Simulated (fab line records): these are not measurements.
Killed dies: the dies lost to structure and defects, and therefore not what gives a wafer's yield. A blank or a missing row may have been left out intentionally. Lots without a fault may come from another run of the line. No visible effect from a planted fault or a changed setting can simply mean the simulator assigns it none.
fab line records ; flow n5-finfet
record lots=8; wafers=24; last-day=19
route steps=1938 shown GATE_CUT@497 MOL_CONTACT_COAG@528 BEOL_M4@1111 PASSIVATION@1936
lots with no fault: from the same line, run without faults
start-h: start of the lot's first displayed wafer, in hours after the record's first day ; wait-h: hours since the lot's step before ; " same as the row above ; L1.1+2: several wafers, shown together as one row ; - no value, or no start given ; * or withheld: withheld ; < > ~ a bound
route shown NAME@n: NAME is a module with steps in the file, n the number in the route of the first one ; usual: average and standard deviation across the fault-free wafers ; same: alike in all rows ; chamber/n: place in a boat ; sites: per-site readings ; _std_site: how widely they spread, as a standard deviation ; _edge_site: inner sites' mean taken away from outer sites' mean ; radius-mm: for every site, how far away it sits from the centre of the wafer ; mask NAME#n: copy n ; behind: the most recent tool/chamber to have shaped the wafer ; hold: the reason the lot was held/the length of the hold in hours/how it ended ; device: whichever transistor did not switch (one of n, p or np) ; end of line: the tests these same wafers got at the end of their route ; a step given without rows: its recipe and nothing more ; killed: count of dies lost to structure and defects at first sort (not the wafer's yield) ; map: a wafer's dies, x killed, . not, _ none there
set.NAME: the setting the step ran with; set.NAME@STEP: the setting that earlier step ran with ; model.NAME: the simulator's own value behind a step, which no gauge read
the route's steps for a sample of lots (tables are steps, rows are wafers)
services: when a tool's chamber went out of use (start-h, in hours from the record's first day, below 0 if earlier), for how many hours, and the reason
## steps
# step N5_GATE_CUT_STRIP_41
# recipe chemistry=CF4; resist=SiARC; power-w=300; bias-power-w=75; pressure-mtorr=50; cf4-flow-sccm=150; rf-frequency-hz=6e+07
# usual drypump-motor-current-A=5.5/0.37; oes-product-au=0.184/0.018; rf-fwd-power-W=293.8/1.7; rf-vpp-V=271.2/1.2; showerhead-plenum-p-Torr=1.80/0.041; throttle-valve-pct=13.56/0.25
lot.wafer;tool;chamber;start-h;wait-h;drypump-motor-current-A;oes-product-au;rf-fwd-power-W;rf-hours-counter-h;rf-vpp-V;showerhead-plenum-p-Torr;throttle-valve-pct
L398.2;rie-diel-05;1;86.50;0.0;4.9;0.206;291.5;32;271.0;1.75;13.23
L398.3;rie-diel-05;3;86.50;0.0;5.4;0.185;294.3;98;270.1;1.81;13.32
L398.4;rie-diel-05;2;86.50;0.0;5.8;0.196;291.9;73;272.3;1.82;13.79
L399.4;rie-diel-06;1;97.43;0.0;5.7;0.161;293.5;233;268.7;1.70;13.80
L399.5;rie-diel-06;0;97.43;0.0;5.4;0.172;292.8;-;270.2;1.78;13.75
L399.6;rie-diel-06;3;97.43;0.0;5.1;0.167;293.9;-;271.9;1.77;13.89
L404.2;rie-diel-03;3;126.60;0.0;5.5;0.170;294.6;133;270.8;1.79;13.78
L404.3;rie-diel-03;1;126.60;0.0;5.1;0.194;297.0;69;272.3;1.81;13.31
L404.6;rie-diel-03;1;126.60;0.0;5.1;0.186;297.5;-;271.0;1.81;13.30
L405.3;rie-diel-03;1;129.29;0.0;5.1;0.187;296.6;70;272.2;1.81;13.30
L405.5;rie-diel-03;2;129.29;0.0;5.8;0.169;293.4;-;273.7;1.86;13.45
L405.6;rie-diel-03;1;129.29;0.0;5.2;0.195;298.2;-;270.6;1.81;13.29
L406.2;rie-diel-03;1;130.12;0.0;5.1;0.195;297.9;70;271.6;1.81;13.31
L406.4;rie-diel-03;2;130.12;0.0;5.8;0.166;292.7;-;271.7;1.86;13.44
L406.5;rie-diel-03;3;130.12;0.0;5.4;0.175;291.5;-;271.0;1.79;13.80
L413.3;rie-diel-06;0;174.30;0.0;5.4;0.168;292.3;201;271.2;1.78;13.82
L413.4;rie-diel-06;3;174.30;0.0;5.2;0.161;292.3;-;270.8;1.76;13.95
L413.5;rie-diel-06;2;174.30;0.0;5.8;0.186;294.6;-;269.9;1.81;13.63
L419.2;rie-diel-06;3;210.32;0.0;5.2;0.228;292.7;5;271.3;1.76;13.39
L419.3;rie-diel-06;1;210.32;0.0;5.7;0.215;295.1;10;274.7;1.90;13.30
L419.6;rie-diel-06;2;210.32;0.0;5.8;0.178;295.9;-;272.2;1.81;13.66
L420.4;rie-diel-05;3;222.20;0.0;5.4;0.175;293.6;139;271.9;1.80;13.38
L420.5;rie-diel-05;3;222.20;0.0;5.4;0.173;293.9;-;270.4;1.80;13.38
L420.6;rie-diel-05;2;222.20;0.0;5.8;0.185;292.4;-;271.5;1.81;13.87
# step N5_GATE_CUT_CMP_23
# recipe stop-on=SiO2; t-overpolish-s=23.4; post-cmp-clean=alkaline-brush; down-force-psi=2.5; platen-rpm=51.8; pad-velocity-m-s=1.0307; target-thk-nm=16
# usual motor-current-A=9.0/0.76; overpolish-run-s=23.399/0.0083; platen-rpm=51.80/0.036; time-to-endpoint-s=19.9/2.5
lot.wafer;tool;chamber;start-h;wait-h;motor-current-A;overpolish-run-s;platen-rpm;time-to-endpoint-s
L398.2;cmp-04;3;88.60;0.8;9.0;23.393;51.81;18.7
L398.3;cmp-04;0;88.60;0.8;9.5;23.396;51.80;19.4
L398.4;cmp-04;1;88.60;0.8;9.7;23.404;51.82;17.0
L399.4;cmp-03;1;99.56;0.8;9.6;23.395;51.78;16.9
L399.6;cmp-03;1;99.56;0.8;8.6;23.410;51.83;18.6
L399.5;cmp-03;2;99.56;0.8;8.7;23.391;51.80;18.2
L404.2;cmp-04;0;129.64;0.8;9.9;23.399;51.82;21.8
L404.3;cmp-04;2;129.64;0.8;8.9;23.390;51.81;20.9
L404.6;cmp-04;0;129.64;0.8;9.1;23.404;51.79;20.1
L405.3;cmp-02;3;131.66;0.8;8.0;23.408;51.75;17.3
L405.6;cmp-02;3;131.66;0.8;7.5;23.394;51.74;16.0
L405.5;cmp-02;0;131.66;0.8;7.5;23.401;51.80;18.9
L406.2;cmp-04;1;132.49;0.8;9.0;23.414;51.88;16.5
L406.4;cmp-04;0;132.49;0.8;9.2;23.391;51.75;20.5
L406.5;cmp-04;1;132.49;0.8;9.2;23.380;51.85;15.2
L413.3;cmp-03;3;176.58;0.8;10.6;23.389;51.84;24.0
L413.4;cmp-03;2;176.58;0.8;8.8;23.396;51.81;24.9
L413.5;cmp-03;3;176.58;0.8;10.4;23.394;51.80;24.1
L419.3;cmp-04;3;212.42;0.8;8.8;23.393;51.86;21.8
L419.2;cmp-04;0;212.42;0.8;9.4;23.397;51.79;17.8
L419.6;cmp-04;3;212.42;0.8;8.6;23.399;51.72;19.0
L420.4;cmp-03;0;224.30;0.8;8.9;23.397;51.81;22.4
L420.5;cmp-03;0;224.30;0.8;8.4;23.403;51.79;25.6
L420.6;cmp-03;1;224.30;0.8;9.0;23.387;51.75;22.2
# step N5_GATE_CUT_THK_MEAS_24
# recipe reads=SiO2_of_GATE_CUT_HM_DEP_46+SiO2_flowable_of_ILD0_FCVD_FILL_01
# usual GC_FILL_THK=219.4/1.9
lot.wafer;tool;chamber;start-h;wait-h;GC_FILL_THK[nm]
L398.2;film-metro-01;-;88.90;-;219.4
L398.3;film-metro-01;-;88.90;-;216.8
L398.4;film-metro-01;-;88.90;-;219.4
L399.4;film-metro-02;-;99.86;-;220.7
L399.5;film-metro-02;-;99.86;-;218.8
L399.6;film-metro-02;-;99.86;-;219.3
L404.2;film-metro-02;-;129.94;-;219.1
L404.3;film-metro-02;-;129.94;-;220.4
L404.6;film-metro-02;-;129.94;-;222.4
L405.3;film-metro-01;-;131.96;-;216.2
L405.5;film-metro-01;-;131.96;-;220.5
L405.6;film-metro-01;-;131.96;-;221.9
L406.2;film-metro-01;-;132.79;-;218.9
L406.4;film-metro-01;-;132.79;-;220.6
L406.5;film-metro-01;-;132.79;-;221.2
L413.3;film-metro-02;-;176.87;-;217.7
L413.4;film-metro-02;-;176.87;-;220.4
L413.5;film-metro-02;-;176.87;-;217.8
L419.2;film-metro-02;-;212.71;-;221.9
L419.3;film-metro-02;-;212.71;-;219.5
L419.6;film-metro-02;-;212.71;-;222.8
L420.4;film-metro-01;-;224.59;-;220.2
L420.5;film-metro-01;-;224.59;-;217.7
L420.6;film-metro-01;-;224.59;-;220.6
# step N5_GATE_CUT_CMP_61
# recipe stop-on=SiNx; t-overpolish-s=3; post-cmp-clean=alkaline-brush; down-force-psi=4; platen-rpm=27.09; pad-velocity-m-s=0.539
# usual motor-current-A=11.7/1.2; platen-rpm=27.088/0.021
lot.wafer;tool;chamber;start-h;wait-h;motor-current-A;platen-rpm
L398.2;cmp-03;2;89.41;0.4;11.3;27.085
L398.3;cmp-03;3;89.41;0.4;14.0;27.098
L398.4;cmp-03;0;89.41;0.4;11.1;27.103
L399.4;cmp-02;0;100.40;0.3;10.3;27.110
L399.5;cmp-02;3;100.40;0.3;10.5;27.150
L399.6;cmp-02;0;100.40;0.3;9.8;27.130
L404.2;cmp-03;1;130.45;0.4;12.4;27.089
L404.3;cmp-03;2;130.45;0.4;11.2;27.089
L404.6;cmp-03;2;130.45;0.4;12.4;27.067
L405.3;cmp-03;1;132.50;0.3;11.7;27.111
L405.5;cmp-03;0;132.50;0.3;12.1;27.101
L405.6;cmp-03;1;132.50;0.3;12.3;27.102
L406.2;cmp-03;1;133.36;0.3;12.5;27.088
L406.4;cmp-03;2;133.36;0.3;11.5;27.092
L406.5;cmp-03;0;133.36;0.3;11.6;27.075
L413.4;cmp-03;1;177.44;0.3;11.8;27.075
L413.3;cmp-03;2;177.44;0.3;10.6;27.105
L413.5;cmp-03;0;177.44;0.3;11.8;27.079
L419.3;cmp-02;1;213.25;0.3;12.3;27.071
L419.2;cmp-02;3;213.25;0.3;10.7;27.091
L419.6;cmp-02;1;213.25;0.3;12.1;27.064
L420.4;cmp-04;3;225.19;0.2;11.4;27.082
L420.6;cmp-04;0;225.19;0.2;12.3;27.086
L420.5;cmp-04;1;225.19;0.2;12.7;27.070
# step N5_GATE_CUT_INSPECT_26
# recipe inspect-instrument=darkfield; mode=post-cmp
# usual raw-defect-count=40/16
lot.wafer;tool;chamber;start-h;wait-h;raw-defect-count
L398.2;defect-inspect-01;-;89.64;0.0;16
L398.3;defect-inspect-01;-;89.64;0.0;15
L398.4;defect-inspect-01;-;89.64;0.0;34
L399.4;defect-inspect-02;-;100.60;0.0;27
L399.5;defect-inspect-02;-;100.60;0.0;23
L399.6;defect-inspect-02;-;100.60;0.0;34
L404.2;defect-inspect-02;-;130.68;0.0;45
L404.3;defect-inspect-02;-;130.68;0.0;26
L404.6;defect-inspect-02;-;130.68;0.0;38
L405.3;defect-inspect-02;-;132.70;0.0;31
L405.5;defect-inspect-02;-;132.70;0.0;51
L405.6;defect-inspect-02;-;132.70;0.0;27
L406.2;defect-inspect-02;-;133.53;0.0;40
L406.4;defect-inspect-02;-;133.53;0.0;21
L406.5;defect-inspect-02;-;133.53;0.0;21
L413.3;defect-inspect-02;-;177.62;0.0;26
L413.4;defect-inspect-02;-;177.62;0.0;1204
L413.5;defect-inspect-02;-;177.62;0.0;26
L419.2;defect-inspect-01;-;213.45;0.0;23
L419.3;defect-inspect-01;-;213.45;0.0;30
L419.6;defect-inspect-01;-;213.45;0.0;40
L420.4;defect-inspect-02;-;225.34;0.0;48
L420.5;defect-inspect-02;-;225.34;0.0;79
L420.6;defect-inspect-02;-;225.34;0.0;72
# step N5_MOL_CONTACT_COAG_INSPECT_10
# recipe mode=adi; inspect-instrument=brightfield
# usual raw-defect-count=73/26
lot.wafer;tool;chamber;start-h;wait-h;raw-defect-count
L398.2;defect-inspect-01;-;90.15;0.0;36
L398.3;defect-inspect-01;-;90.15;0.0;34
L398.4;defect-inspect-01;-;90.15;0.0;54
L399.4;defect-inspect-01;-;101.11;0.0;46
L399.5;defect-inspect-01;-;101.11;0.0;39
L399.6;defect-inspect-01;-;101.11;0.0;62
L404.2;defect-inspect-01;-;131.07;0.0;69
L404.3;defect-inspect-01;-;131.07;0.0;42
L404.6;defect-inspect-01;-;131.07;0.0;53
L405.3;defect-inspect-01;-;133.21;0.0;49
L405.5;defect-inspect-01;-;133.21;0.0;72
L405.6;defect-inspect-01;-;133.21;0.0;55
L406.2;defect-inspect-02;-;133.91;0.0;78
L406.4;defect-inspect-02;-;133.91;0.0;44
L406.5;defect-inspect-02;-;133.91;0.0;42
L413.3;defect-inspect-01;-;178.13;0.0;43
L413.4;defect-inspect-01;-;178.13;0.0;1267
L413.5;defect-inspect-01;-;178.13;0.0;54
L419.2;defect-inspect-01;-;213.97;0.0;65
L419.3;defect-inspect-01;-;213.97;0.0;44
L419.6;defect-inspect-01;-;213.97;0.0;68
L420.4;defect-inspect-01;-;225.73;0.0;90
L420.5;defect-inspect-01;-;225.73;0.0;109
L420.6;defect-inspect-01;-;225.73;0.0;109
# step N5_BEOL_M4_RC_MEAS_101
# usual DIBL_N=36.2/1.2; DIBL_P=36.3/1.3; IOFF_N=0.155/0.019; IOFF_P=0.210/0.029; ION_N=677/8.6; ION_P=465/6.8; SS_N=71.4/0.48; SS_P=73.2/0.53; VT_N=249.9/2.4; VT_P=-250/3.2
lot.wafer;tool;chamber;start-h;wait-h;DIBL_N[mV/V];DIBL_P[mV/V];IOFF_N[nA/um];IOFF_P[nA/um];ION_N[uA/um];ION_P[uA/um];SS_N[mV/dec];SS_P[mV/dec];VT_N[mV];VT_P[mV]
L398.2;prober-02;0;158.43;0.2;36.5;36.8;0.157;0.199;672;464;71.7;72.9;250.5;-252
L398.3;prober-02;0;158.43;0.2;36.3;36.4;0.153;0.198;673;459;71.1;73.6;251.6;-250
L398.4;prober-02;0;158.43;0.2;37.5;37.9;0.178;0.220;685;469;71.9;72.6;249.3;-250
L399.4;prober-01;0;176.70;0.5;35.3;36.5;0.138;0.190;682;470;70.8;73.2;250.0;-251
L399.5;prober-01;0;176.70;0.5;36.7;38.1;0.162;0.215;675;464;72.0;73.5;250.2;-249
L399.6;prober-01;0;176.70;0.5;34.3;35.1;0.116;0.163;674;460;70.3;72.9;257.5;-254
L404.2;prober-02;0;216.28;0.2;35.7;36.7;0.176;0.239;682;470;71.8;72.9;251.2;-250
L404.3;prober-02;0;216.28;0.2;34.8;35.9;0.147;0.219;680;474;70.9;74.0;250.3;-252
L404.6;prober-02;0;216.28;0.2;33.7;34.1;0.128;0.190;681;467;70.7;73.0;250.1;-250
L405.3;prober-01;0;233.15;0.3;35.4;36.0;0.149;0.187;678;464;71.4;72.9;248.8;-254
L405.5;prober-01;0;233.15;0.3;36.3;36.8;0.161;0.198;689;469;71.6;73.5;249.3;-252
L405.6;prober-01;0;233.15;0.3;34.9;35.4;0.133;0.178;667;464;71.3;73.0;252.8;-255
L406.2;prober-02;0;233.38;0.2;35.4;35.1;0.155;0.235;679;473;71.8;73.3;247.3;-246
L406.4;prober-02;0;233.38;0.2;36.1;35.5;0.165;0.245;683;477;71.8;73.4;248.0;-244
L406.5;prober-02;0;233.38;0.2;35.5;35.5;0.158;0.257;671;474;71.6;73.4;248.7;-244
L413.3;prober-01;0;265.65;0.3;37.0;37.8;0.187;0.269;680;469;71.5;74.1;245.6;-244
L413.4;prober-01;0;265.65;0.3;36.3;37.1;0.175;0.266;696;479;71.9;73.7;247.8;-247
L413.5;prober-01;0;265.65;0.3;36.7;37.1;0.172;0.257;686;478;71.8;73.1;245.8;-246
L419.2;prober-02;0;308.16;0.2;37.6;36.5;0.155;0.207;665;457;71.7;72.6;250.2;-250
L419.3;prober-02;0;308.16;0.2;37.3;37.1;0.156;0.218;680;465;71.6;72.3;250.3;-249
L419.6;prober-02;0;308.16;0.2;37.2;36.3;0.147;0.203;671;467;71.3;73.1;250.7;-249
L420.4;prober-02;0;329.51;0.5;36.7;36.1;0.170;0.206;676;466;71.5;73.0;247.0;-251
L420.5;prober-02;0;329.51;0.5;36.6;35.9;0.166;0.199;676;461;70.6;73.5;250.3;-252
L420.6;prober-02;0;329.51;0.5;37.7;38.0;0.184;0.240;690;471;72.1;73.9;245.6;-249
# step N5_PASSIVATION_PROBE_49
# usual defect-limited-yield=91.2/1.4; killed_at_M0_to_M3=34/10; killed_at_M4_up=13/5.1; killed-at-contacts=12/6.5; killed-at-front-end=41/11; killed-at-other=4/3.3; killed-dies=104/16; killed-on-rim=14/3.9; killed-open=69/13; killed-short=33/7; sort_bin_5_function=5.1/0.91; sort_bin_6_memory=3.3/0.69; sort-n-pass=1076/16; sort-yield-pct=91.2/1.4
# same gross-dies=1180; killed-at-back-side=0; sort_bin_4_leakage[%]=0; sort_bin_8_speed[%]=0
lot.wafer;tool;chamber;start-h;wait-h;defect-limited-yield[%];killed_at_M0_to_M3;killed_at_M4_up;killed-at-contacts;killed-at-front-end;killed-at-other;killed-dies;killed-on-rim;killed-open;killed-short;sort_bin_5_function[%];sort_bin_6_memory[%];sort-n-pass;sort-yield-pct[%]
L413.3;prober-02;-;371.42;0.1;89.6;45;12;7;52;7;123;15;87;34;5.4;4.3;1057;89.6
L413.4;prober-02;-;371.47;0.2;36.3;11;9;5;725;2;752;92;28;12;41.9;16.9;428;36.3
L413.5;prober-02;-;371.52;0.2;90.8;25;18;10;44;11;108;17;68;35;4.9;3.6;1072;90.8
# killed by level:class
L413.3 STI_FIN_REVEAL:geometric-particle:open=17 FIN_SAQP:geometric-particle:open=9 BEOL_M1:geometric-particle:open=9 FIN_SAQP:geometric-particle:short=8 BEOL_M2:geometric-particle:open=8 BEOL_M0_SAQP:geometric-particle:open=8 BEOL_M3:geometric-particle:open=8 MOL_CONTACT_COAG:geometric-particle:open=7
L413.4 GATE_CUT:unspecified=712 BEOL_M3:geometric-particle:open=8 STI_FIN_REVEAL:geometric-particle:open=6 MOL_CONTACT_COAG:geometric-particle:open=5 BEOL_M4:geometric-particle:open=4 GATE_CUT:geometric-particle:short=2 BEOL_M3:geometric-particle:short=2 BEOL_M5:geometric-particle:short=2
L413.5 STI_FIN_REVEAL:geometric-particle:open=18 BEOL_M3:geometric-particle:open=11 BEOL_M4:geometric-particle:open=8 MOL_CONTACT_COAG:geometric-particle:open=7 PASS1_CAP:geometric-particle:short=7 STARTING-WAFER:geometric-particle:open=6 HKMG_FIN:area-etch=5 GATE_CUT:geometric-particle:short=4
## services
tool;chamber;start-h;hours;kind
cmp-04;-;69.39;6.2;repair
cmp-03;-;91.12;5.3;pm
rie-diel-03;0;109.73;-;clean
rie-diel-03;0;109.73;-;consumable-replace:focus-ring
rie-diel-03;0;109.73;26.8;scheduled-down
rie-diel-03;0;109.73;26.8;vent-cycle
cmp-02;-;129.15;2.0;repair
rie-diel-06;1;144.27;14.9;repair
rie-diel-03;3;152.15;13.5;repair
rie-diel-03;-;157.17;10.0;pm
rie-diel-06;1;161.77;-;clean
rie-diel-06;1;161.77;-;consumable-replace:focus-ring
rie-diel-06;1;161.77;-;consumable-replace:showerhead
rie-diel-06;1;161.77;18.3;scheduled-down
rie-diel-06;1;161.77;18.3;vent-cycle
cmp-04;-;163.51;2.6;repair
rie-diel-05;3;175.74;3.6;repair
cmp-04;-;179.49;2.6;pm
rie-diel-06;3;180.34;-;clean
cmp-02;-;184.37;4.0;pm
cmp-03;-;186.39;4.2;pm
cmp-04;-;194.34;2.0;repair
cmp-04;-;199.97;3.2;repair
rie-diel-03;0;209.33;4.7;repair
## key
first-sign step=N5_GATE_CUT_INSPECT_26; reading=raw-defect-count; direction=up; sigmas=72; usual=40; struck=1204
effect step=N5_MOL_CONTACT_COAG_INSPECT_10; reading=raw-defect-count; direction=up; sigmas=46; usual=73; struck=1267
effect step=N5_PASSIVATION_PROBE_49; reading=killed-at-front-end; direction=up; sigmas=61; usual=41; struck=725
more-kills-born-at N5_GATE_CUT_CMP_61@cmp-03=712
met-at N5_GATE_CUT_CMP_61
struck-lots L413
struck-wafers L413.4
not-acting-at N5_GATE_CUT_STRIP_41,N5_GATE_CUT_CMP_23,N5_GATE_CUT_THK_MEAS_24
onset-between 133.36 177.44
fault kind=chamber-particle-source; tool=cmp-03; chamber=1; onset-h=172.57; steps=N5_GATE_CUT_CMP_61; rate-per-visit-cm2=1.7421; end-h=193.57
